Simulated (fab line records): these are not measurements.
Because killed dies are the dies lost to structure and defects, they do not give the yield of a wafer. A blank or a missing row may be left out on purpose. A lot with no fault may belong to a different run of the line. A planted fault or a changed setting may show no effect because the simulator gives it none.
The same fault as seen by 2 desks | flow n5 finfet | each desk holds nothing but its own numbers, with what lay behind them at the end

== TOOL OWNER'S DESK, pecvd-03 ==
The tool's own readings at N5_BEOL_M6_ILD_DEP_00 (deposits SiCOH lowk from DEMS/porogen, target thk 179.75 nm, time 33.4 s): means of the sampled wafers that have a number, for each lot that ran on this tool. A lot is out of limits, marked OUT, if its mean lies more than 4 standard deviations from the usual mean; the brackets give that distance.
Columns: A = heater power w at N5_BEOL_M6_ILD_DEP_00, usual 316 W; B = showerhead plenum p Torr at N5_BEOL_M6_ILD_DEP_00, usual 5.732 Torr; C = throttle valve pct at N5_BEOL_M6_ILD_DEP_00, usual 13.5 %
lot  | first seen here | A   | B     | C
L639 | day 10 01:27    | 370 | 5.724 | 13.6
L644 | day 11 11:53    | 327 | 5.713 | 13.6
L648 | day 12 22:20    | 304 | 5.716 | 13.5
L657 | day 14 17:59    | 312 | 5.726 | 13.6
L660 | day 16 05:43    | 349 | 5.715 | 13.7
This desk's verdict: no lot among the 5 shows anything out of limits.

== AT THE METROLOGY DESK ==
What the gauges read, lot by lot, whatever tool the lot ran on: means of the sampled wafers that have a number. A lot is out of limits, marked OUT, if its mean lies more than 4 standard deviations from the usual mean; the brackets give that distance.
Columns: A = M5_RS at N5_BEOL_M5_RS_MEAS_57, usual 0.388 ohm/sq; B = M6_ILD_THK at N5_BEOL_M6_THK_MEAS_01, usual 155.4 nm
lot  | first seen here | A     | B
L637 | day 9 08:15     | 0.395 | 154.1
L639 | day 10 01:23    | 0.398 | 155.4
L643 | day 10 11:31    | 0.392 | 154.4
L640 | day 10 11:37    | 0.401 | 157.8
L644 | day 11 11:49    | 0.386 | 155.2
L645 | day 11 11:55    | 0.367 | 156.7
L646 | day 11 22:22    | 0.384 | 156.6
L648 | day 12 22:16    | 0.380 | 154.6
L649 | day 12 23:59    | 0.384 | 154.3
L650 | day 13 16:32    | 0.395 | 156.2
L657 | day 14 17:55    | 0.375 | 124.5 (-17) OUT
L660 | day 16 05:39    | 0.381 | 124.4 (-17) OUT
This desk reports L657, L660 out of limits; the earliest was L657 at day 14 18:34 (M6_ILD_THK at N5_BEOL_M6_THK_MEAS_01). In limits: L637, L639, L643, L640, L644, L645, L646, L648, L649, L650.

== BROUGHT TOGETHER ==
An alarm was possible from the metrology desk at day 14 18:34, on L657, L660.
Nothing out of limits was seen by the tool owner's desk.
On record at the tool owner's desk: L657, L660, within its limits.
On pecvd-03, each named lot ran N5_BEOL_M6_ILD_DEP_00.

== WHAT THE SIMULATOR PUT IN ==
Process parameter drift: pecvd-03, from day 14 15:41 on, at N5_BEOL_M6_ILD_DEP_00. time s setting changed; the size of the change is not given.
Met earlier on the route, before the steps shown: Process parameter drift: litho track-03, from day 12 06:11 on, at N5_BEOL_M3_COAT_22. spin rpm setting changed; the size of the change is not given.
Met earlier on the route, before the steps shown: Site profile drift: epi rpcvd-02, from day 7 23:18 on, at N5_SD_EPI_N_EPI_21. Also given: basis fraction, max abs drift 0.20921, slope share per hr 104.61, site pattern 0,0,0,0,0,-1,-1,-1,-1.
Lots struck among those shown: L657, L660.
Hours from the fault's start to each desk's first reading out of limits: the metrology desk, 3.
